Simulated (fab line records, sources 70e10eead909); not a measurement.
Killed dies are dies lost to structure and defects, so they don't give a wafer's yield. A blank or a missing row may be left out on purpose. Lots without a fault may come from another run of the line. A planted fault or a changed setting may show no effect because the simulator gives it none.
Chamber matching | flow nand_harc | NHARC_P_M2_ETCH_15 on rie_diel-02: 4 sister chambers
The step etches the open film in C4F8/Ar, target depth 182.5 nm, time 91.2 s. 4 wafers are shown with their chamber, then 9 later ones without.

WAFERS WITH THEIR CHAMBER
wafer  | chamber | rf_vpp_V (V)
L962.3 | 0       | 443.3
L975.6 | 1       | 439.5
L981.5 | 3       | 445.1
L981.6 | 2       | 437.8

WAFERS WITHOUT THEIR CHAMBER
wafer  | rf_vpp_V (V)
L982.2 | 444.8
L982.3 | 437.9
L982.4 | 442.8
L984.4 | 438.4
L984.5 | 439.8
L984.6 | 443.5
L985.2 | 437.7
L985.4 | 441.3
L985.6 | 443.0

WHICH CHAMBER EACH WENT THROUGH
wafer  | from the rows above     | in truth
L982.2 | can't be placed: 3 or 0 | 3
L982.3 | 2                       | 2
L982.4 | 0                       | 0
L984.4 | can't be placed: 2 or 1 | 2
L984.5 | 1                       | 1
L984.6 | 0                       | 0
L985.2 | 2                       | 2
L985.4 | can't be placed: 1 or 0 | 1
L985.6 | 0                       | 0
Placed correctly: 6 of 9. Can't be placed from these rows: 3 (the true chamber is among the candidates in 3). Placed wrongly: 0.
How it was worked out, from the rows above alone: a wafer's distance from a chamber is the root of the sum, over the readings, of the square of ((its reading less the chamber's mean) divided by the reading's scatter). The wafer belongs to the nearest chamber; if the next one is less than 2 further off, it can't be placed. A chamber's mean is the mean of its shown wafers. The scatter: with one shown wafer a chamber, the root of the mean of the squares of how far each hidden wafer lies from its nearest shown one.
